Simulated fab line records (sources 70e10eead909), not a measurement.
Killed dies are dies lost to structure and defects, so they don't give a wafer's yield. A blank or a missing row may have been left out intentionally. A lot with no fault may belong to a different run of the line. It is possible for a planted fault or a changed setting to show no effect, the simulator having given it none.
2 desks, one fault	flow nand harc	numbers are kept per desk, each desk with only its own; the story behind them comes last

== TOOL OWNER'S DESK, wet bench-01 ==
The tool's own readings at NHARC_A_CHANNEL_FILL_D2_PRECLEAN_00 (cleans in SC1): means of the sampled wafers that have a number, for each lot that ran on this tool. Any lot whose mean is over 4 standard deviations away from the usual mean is out of limits and marked OUT; that distance is given in the brackets.
Columns: A = bath guard temp C at NHARC_A_CHANNEL_FILL_D2_PRECLEAN_00, usual 49.9 C; B = h2o2 flow mL min at NHARC_A_CHANNEL_FILL_D2_PRECLEAN_00, usual 56.62
lot	first seen here	A	B
L753	day 15 09:01	50.0	56.79
L754	day 15 10:35	49.8	56.60
L768	day 21 02:56	50.0	56.78
L769	day 21 19:50	49.8	56.77
L772	day 23 00:55	50.0	56.67
L771	day 23 04:55	50.1	56.64
Result from this desk: across the 6 lots, nothing is out of limits.

== AT THE METROLOGY DESK ==
What the gauges read for every lot (on any tool): the sampled wafers with a number, averaged. Any lot whose mean is over 4 standard deviations away from the usual mean is out of limits and marked OUT; that distance is given in the brackets.
Columns: A = cd nm at NHARC_A_CHANNEL_HOLE_D2_CD_MEAS_18, usual 99.5 nm
lot	first seen here	A
L749	day 13 12:16	98.9
L753	day 15 03:11	101.0
L754	day 15 04:37	99.7
L755	day 16 10:37	100.6
L757	day 16 11:15	100.6
L756	day 16 12:01	98.6
L758	day 17 09:53	98.8
L766	day 19 22:00	97.3
L768	day 20 20:58	99.1
L767	day 20 21:07	98.9
L769	day 21 14:00	97.6
L770	day 22 18:55	100.3
L772	day 22 19:04	100.6
L771	day 22 19:26	96.9
Result from this desk: across the 14 lots, nothing is out of limits.

== ALL TOGETHER ==
The desk of the tool owner found nothing out of limits.
From the metrology desk's view, nothing was out of limits.

== WHAT THE SIMULATOR HAD PUT IN ==
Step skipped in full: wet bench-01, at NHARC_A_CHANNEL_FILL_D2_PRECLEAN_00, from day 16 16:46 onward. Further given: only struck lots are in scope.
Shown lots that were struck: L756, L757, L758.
